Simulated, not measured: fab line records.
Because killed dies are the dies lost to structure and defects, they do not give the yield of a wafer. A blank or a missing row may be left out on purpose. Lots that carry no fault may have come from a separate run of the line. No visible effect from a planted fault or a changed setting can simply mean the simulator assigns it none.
Matching of chambers || flow n5_finfet || N5_BEOL_M8_ILD_DEP_00 on pecvd-04 has 3 sister chambers
The step deposits SiCOH lowk from DEMS/porogen, target thk 179.75 nm, time 33.4 s. 6 wafers are shown with their chamber, then 8 later ones without.

EACH WAFER AND ITS CHAMBER
{"wafer": "L077.3", "chamber": 2, "heater_power_w (W)": 309, "heater_power_outer_w (W)": 163}
{"wafer": "L085.3", "chamber": 2, "heater_power_w (W)": 325, "heater_power_outer_w (W)": 166}
{"wafer": "L091.1", "chamber": 0, "heater_power_w (W)": 434, "heater_power_outer_w (W)": 240}
{"wafer": "L091.4", "chamber": 1, "heater_power_w (W)": 358, "heater_power_outer_w (W)": 184}
{"wafer": "L091.5", "chamber": 0, "heater_power_w (W)": 444, "heater_power_outer_w (W)": 247}
{"wafer": "L092.2", "chamber": 1, "heater_power_w (W)": 355, "heater_power_outer_w (W)": 192}

WAFERS WITH NO CHAMBER GIVEN
{"wafer": "L092.4", "heater_power_w (W)": 377, "heater_power_outer_w (W)": 195}
{"wafer": "L092.6", "heater_power_w (W)": 424, "heater_power_outer_w (W)": 226}
{"wafer": "L095.4", "heater_power_w (W)": 378, "heater_power_outer_w (W)": 203}
{"wafer": "L095.5", "heater_power_w (W)": 444, "heater_power_outer_w (W)": 235}
{"wafer": "L095.6", "heater_power_w (W)": 320, "heater_power_outer_w (W)": 166}
{"wafer": "L096.1", "heater_power_w (W)": 370, "heater_power_outer_w (W)": 191}
{"wafer": "L096.3", "heater_power_w (W)": 417, "heater_power_outer_w (W)": 218}
{"wafer": "L096.5", "heater_power_w (W)": 256, "heater_power_outer_w (W)": 118}

WHICH CHAMBER EACH ONE RAN IN
{"wafer": "L092.4", "from the rows above": 1, "in truth": 1}
{"wafer": "L092.6", "from the rows above": 0, "in truth": 0}
{"wafer": "L095.4", "from the rows above": 1, "in truth": 1}
{"wafer": "L095.5", "from the rows above": 0, "in truth": 0}
{"wafer": "L095.6", "from the rows above": 2, "in truth": 2}
{"wafer": "L096.1", "from the rows above": 1, "in truth": 1}
{"wafer": "L096.3", "from the rows above": 0, "in truth": 0}
{"wafer": "L096.5", "from the rows above": 2, "in truth": 2}
Placed correctly: 8 of 8. From these rows, 0 cannot be placed. Wrongly placed: 0.
How it was worked out, from the rows above alone: a wafer's distance from a chamber is the root of the sum, over the readings, of the square of ((its reading less the chamber's mean) divided by the reading's scatter). If the next closest chamber is less than 2 further off than the closest, the wafer can't be placed; otherwise it belongs to the closest. For every chamber, the mean is computed from those of its wafers that are shown. How the scatter is found: for the shown wafers, subtract from each reading the mean of its chamber, square and add these, divide the total by (wafers less chambers), then take the root.
